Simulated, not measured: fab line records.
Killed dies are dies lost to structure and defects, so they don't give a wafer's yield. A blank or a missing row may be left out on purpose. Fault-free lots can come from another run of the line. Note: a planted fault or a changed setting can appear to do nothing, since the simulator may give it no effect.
Matching of chambers -- flow nand harc -- NHARC_P_M0_ETCH_34 on rie diel-02 has 4 sister chambers
The step etches the open film in N2/H2, target depth 40 nm, overetch 12 nm, time 43.94 s. 4 wafers are shown with their chamber, then 7 later ones without.

== EACH WAFER AND ITS CHAMBER ==
wafer,chamber,showerhead plenum p Torr (Torr)
L082.2,0,1.88
L084.5,2,2.18
L087.2,1,1.93
L087.3,3,2.05

== WAFERS WITHOUT THEIR CHAMBER ==
wafer,showerhead plenum p Torr (Torr)
L087.4,2.18
L087.1,2.22
L087.5,1.93
L087.6,2.18
L086.1,2.22
L086.3,2.18
L086.5,2.18

== WHICH CHAMBER EACH ONE RAN IN ==
wafer,from the rows above,in truth
L087.4,2,2
L087.1,2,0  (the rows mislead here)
L087.5,1,1
L087.6,2,2
L086.1,2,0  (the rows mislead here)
L086.3,2,2
L086.5,2,2
Correct placement for 5 of the 7. Number that these rows cannot place: 0. Wrongly placed: 2.
How it was worked out, from the rows above alone: a wafer's distance from a chamber is the root of the sum, over the readings, of the square of ((its reading less the chamber's mean) divided by the reading's scatter). If the next closest chamber is less than 2 further off than the closest, the wafer can't be placed; otherwise it belongs to the closest. The mean given for a chamber averages the wafers shown for that chamber. The scatter: with one shown wafer a chamber, the root of the mean of the squares of how far each hidden wafer lies from its nearest shown one.
